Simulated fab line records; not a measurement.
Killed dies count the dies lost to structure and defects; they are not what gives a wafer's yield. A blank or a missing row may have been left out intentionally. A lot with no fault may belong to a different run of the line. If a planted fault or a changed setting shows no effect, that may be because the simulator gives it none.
Chamber matching    flow n5Finfet    uvCure-03 running N5_BEOL_M7_CURE_75: 3 sister chambers
The step cures SiCOH lowk, time 120 s. 18 wafers are shown with their chamber, then 9 later ones without.

WAFERS, EACH WITH ITS CHAMBER
wafer   chamber  wafer_temp_C_max  lampPowerPct (%)
L074.1  0        372.0             52.32
L074.3  0        372.6             52.32
L074.6  0        371.9             52.27
L079.1  2        371.3             52.27
L079.4  2        372.0             52.31
L079.6  2        371.7             52.31
L082.3  1        373.8             52.29
L082.4  1        373.5             52.27
L082.6  1        373.3             52.27
L083.2  0        374.1             52.26
L083.4  0        372.3             52.24
L083.6  0        373.6             52.27
L085.2  0        373.3             52.33
L085.3  0        372.7             52.24
L085.4  0        372.9             52.29
L087.1  0        372.7             52.29
L087.2  0        372.0             52.19
L087.5  0        372.1             52.29

SIGNATURES (averages over the wafers above)
reading           chamber 0  chamber 1  chamber 2  scatter within a chamber
wafer_temp_C_max  372.683    373.533    371.667    0.616
lampPowerPct      52.2758    52.2767    52.2967    0.0356
Rule: a wafer's distance from a chamber is the root of the sum, over the readings, of the square of ((its reading less the chamber's mean) divided by the reading's scatter). The wafer belongs to the nearest chamber; if the next one is less than 2 further off, it can't be placed. The scatter: take each reading less its chamber's mean, square it, sum over the shown wafers, divide by the number of wafers less the number of chambers, and take the root.

WAFERS WITH NO CHAMBER GIVEN
wafer   wafer_temp_C_max  lampPowerPct (%)
L089.2  370.9             52.36
L089.3  371.4             52.30
L089.6  371.2             52.24
L092.1  372.5             52.28
L092.2  372.5             52.26
L092.6  372.2             52.27
L096.2  374.2             52.28
L096.4  372.9             52.31
L096.5  373.9             52.39

WHICH CHAMBER EACH WENT THROUGH
wafer   from the rows above           in truth
L089.2  can't be placed: 2 or 0       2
L089.3  can't be placed: 2 or 0       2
L089.6  can't be placed: 2 or 0       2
L092.1  can't be placed: 0 or 2 or 1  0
L092.2  can't be placed: 0 or 2 or 1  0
L092.6  can't be placed: 0 or 2 or 1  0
L096.2  can't be placed: 1 or 0       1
L096.4  can't be placed: 0 or 1 or 2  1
L096.5  can't be placed: 1 or 0 or 2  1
Placed correctly: 0 of 9. From these rows, 9 cannot be placed; in 9 the true chamber is one of the candidates. Wrongly placed: 0.
